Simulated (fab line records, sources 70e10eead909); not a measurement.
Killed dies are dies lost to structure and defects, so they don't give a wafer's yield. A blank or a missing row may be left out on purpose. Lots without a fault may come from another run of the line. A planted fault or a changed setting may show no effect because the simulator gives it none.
A struck lot beside a sound one | flow nand_harc | 13 steps out of a route of 1159
Sound: wafers L575.1, L575.3, L575.4. Struck: wafer L584.3. (L584.4 of the same lot was not struck and is left out.) The cause comes at the end.
At each step with rows: each side's tool, then ch and its chambers, then its first start. Under that, the readings that differ: sound wafers | struck wafers | difference of the means | sigmas: that difference in standard deviations of wafers without a fault.
alike: readings whose means differ by less than 2 such deviations, and words and numbers that are the same on both sides. not compared: withheld readings, readings that some wafer has no value for, bounds like >300 that may hide the same value, and numbers for which the record gives no deviation and whose values overlap.
The two part at a step that has a row with sigmas, a row that says differs or no value, or rows on one side only. Numbers that don't overlap but have no deviation are shown without sigmas and don't part them. A reading that every wafer of one side lacks parts them only if that side has two wafers or more.

first, 2 steps without rows for these wafers: NHARC_A_BLC_ETCH_16 (etches the open film in CF4, target depth 39 nm, time 65 s); NHARC_A_BLC_ETCH_17 (etches the open film in N2/H2, target depth 390 nm, time 609.38 s).
NHARC_A_BLC_ETCH_18: etches the open film in C4F8/O2/Ar, target depth 910 nm.
  sound on rie_diel-12 ch 0,2,3; struck on rie_diel-12 ch 0
  reading                | sound             | struck | difference | sigmas
  oes_product_au (a.u.)  | 0.933 0.959 0.945 | 0.898  | -0.048     | -2
  rf_hours_counter_h (h) | 3 3 3             | 9      | +6         |
  alike: rf_vpp_V
NHARC_A_BLC_CD_MEAS_19:
  sound on cd_sem-01, day 18 11:55; struck on cd_sem-02, day 21 06:06
  reading    | sound           | struck | difference | sigmas
  cd_nm (nm) | 100.2 99.9 98.2 | 95.2   | -4.2       | -2
NHARC_A_BLC_STRIP_29: strips in CF4.
  sound on rie_diel-05 ch 0,1,3, day 18 11:59; struck on rie_diel-05 ch 2, day 21 06:10
  reading                | sound | struck | difference | sigmas
  rf_hours_counter_h (h) | 8 8 8 | 14     | +6         |
  alike: drypump_motor_current_A, oes_product_au, rf_vpp_V, showerhead_plenum_p_Torr, throttle_valve_pct
NHARC_A_BLC_STRIP_21: strips in O2.
  sound on rie_diel-05 ch 0,1,2, day 18 12:06; struck on rie_diel-05 ch 3, day 21 06:17
  reading                | sound | struck | difference | sigmas
  rf_hours_counter_h (h) | 8 8 8 | 15     | +7         |
  alike: drypump_motor_current_A, oes_product_au, rf_vpp_V, showerhead_plenum_p_Torr, throttle_valve_pct
then, 1 step without rows for these wafers: NHARC_A_BLC_STRIP_22 (strips in post etch residue remover, time 600 s).
NHARC_A_BLC_DEGAS_30: time 60 s.
  sound on pvd_sputter-01, day 18 12:31; struck on pvd_sputter-03, day 21 06:42
  alike: heater_power_w
then, 1 step without rows for these wafers: NHARC_A_BLC_PRE_CLEAN_31 (time 15 s).
NHARC_A_BLC_PVD_32: deposits Ti, target thk 5 nm, time 17.7 s.
  sound on pvd_sputter-01; struck on pvd_sputter-03
  alike: cathode_dc_power_W, substrate_temp_c, throttle_valve_pct
then, 2 steps without rows for these wafers: NHARC_A_BLC_ALD_23 (deposits TiN, target thk 3 nm, pulse time 1 s, ald cycles 150); NHARC_A_BLC_CVD_24 (deposits W, target thk 150 nm, time 434 s).
NHARC_A_BLC_CMP_25: polishes, t overpolish 30 s, target thk 150 nm.
  sound on cmp-02 ch 0,1,3, day 18 15:02; struck on cmp-02 ch 3, day 21 11:50
  reading                | sound                | struck | difference | sigmas
  overpolish_run_s (s)   | 30.004 29.996 30.004 | 16.079 | -13.922    | -99 or more
  time_to_endpoint_s (s) | 32 33 33             | 62     | +29        | +9
  alike: motor_current_A, pad_life_wafers

WHERE THEY PART
First at NHARC_A_BLC_ETCH_18; last, within this record, at NHARC_A_BLC_CMP_25.

WHY: what the simulator had put in
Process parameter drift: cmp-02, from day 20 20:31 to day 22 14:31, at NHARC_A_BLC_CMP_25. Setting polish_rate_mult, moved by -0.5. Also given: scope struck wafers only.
